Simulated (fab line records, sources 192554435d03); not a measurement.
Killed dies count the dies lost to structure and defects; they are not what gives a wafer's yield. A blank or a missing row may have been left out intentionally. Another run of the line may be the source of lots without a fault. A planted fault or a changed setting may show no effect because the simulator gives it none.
Chamber matching | flow n5_finfet | rie_diel-04 running N5_FIN_CUT_ETCH_30: 4 sister chambers
The step etches underlayer in N2/H2, target depth 13 nm, time 10.4 s. 18 wafers are shown with their chamber, then 9 later ones without.

WAFERS PAIRED WITH THEIR CHAMBERS
wafer  | chamber | showerhead_plenum_p_Torr (Torr) | drypump_motor_current_A (A) | throttle_valve_pct (%)
L075.1 | 3       | 2.43                            | 6.5                         | 17.86
L075.4 | 0       | 2.63                            | 5.8                         | 17.95
L075.5 | 0       | 2.63                            | 5.8                         | 17.97
L083.2 | 1       | 2.48                            | 5.8                         | 17.55
L083.5 | 0       | 2.62                            | 5.8                         | 17.98
L083.6 | 1       | 2.48                            | 5.7                         | 17.55
L084.2 | 2       | 2.62                            | 5.8                         | 18.00
L084.3 | 3       | 2.42                            | 6.5                         | 17.86
L084.6 | 3       | 2.42                            | 6.5                         | 17.85
L085.1 | 3       | 2.42                            | 6.5                         | 17.89
L085.5 | 1       | 2.48                            | 5.7                         | 17.55
L085.6 | 0       | 2.62                            | 5.8                         | 18.00
L089.1 | 3       | 2.42                            | 6.5                         | 17.87
L089.2 | 0       | 2.62                            | 5.8                         | 18.01
L089.5 | 2       | 2.62                            | 5.8                         | 17.99
L090.3 | 1       | 2.48                            | 5.7                         | 17.54
L090.5 | 0       | 2.62                            | 5.8                         | 18.02
L090.6 | 2       | 2.62                            | 5.8                         | 18.00

SIGNATURES, as means of the wafers listed above
reading                  | chamber 0 | chamber 1 | chamber 2 | chamber 3 | scatter within a chamber
showerhead_plenum_p_Torr | 2.6233    | 2.4800    | 2.6200    | 2.4220    | 0.0039
drypump_motor_current_A  | 5.800     | 5.725     | 5.800     | 6.500     | 0.0231
throttle_valve_pct       | 17.9883   | 17.5475   | 17.9967   | 17.8660   | 0.018
Rule: for a wafer and a chamber, the distance is found by dividing, reading by reading, the gap between the wafer's reading and the chamber's mean by the reading's scatter, squaring, summing and taking the root. If the next closest chamber is less than 2 further off than the closest, the wafer can't be placed; otherwise it belongs to the closest. The scatter: take each reading less its chamber's mean, square it, sum over the shown wafers, divide by the number of wafers less the number of chambers, and take the root.

WAFERS WHOSE CHAMBER IS MISSING
wafer  | showerhead_plenum_p_Torr (Torr) | drypump_motor_current_A (A) | throttle_valve_pct (%)
L093.1 | 2.41                            | 6.5                         | 17.90
L093.3 | 2.48                            | 5.7                         | 17.57
L093.6 | 2.48                            | 5.7                         | 17.57
L094.2 | 2.61                            | 5.8                         | 18.02
L094.3 | 2.48                            | 5.7                         | 17.58
L094.5 | 2.61                            | 5.8                         | 18.02
L097.1 | 2.41                            | 6.5                         | 17.90
L097.2 | 2.48                            | 5.7                         | 17.57
L097.3 | 2.61                            | 5.8                         | 18.02

EACH ONE'S CHAMBER
wafer  | from the rows above     | in truth
L093.1 | 3                       | 3
L093.3 | 1                       | 1
L093.6 | 1                       | 1
L094.2 | can't be placed: 2 or 0 | 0
L094.3 | 1                       | 1
L094.5 | can't be placed: 2 or 0 | 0
L097.1 | 3                       | 3
L097.2 | 1                       | 1
L097.3 | can't be placed: 2 or 0 | 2
Correct placement for 6 of the 9. Can't be placed from these rows: 3 (the true chamber is among the candidates in 3). Number placed wrongly: 0.
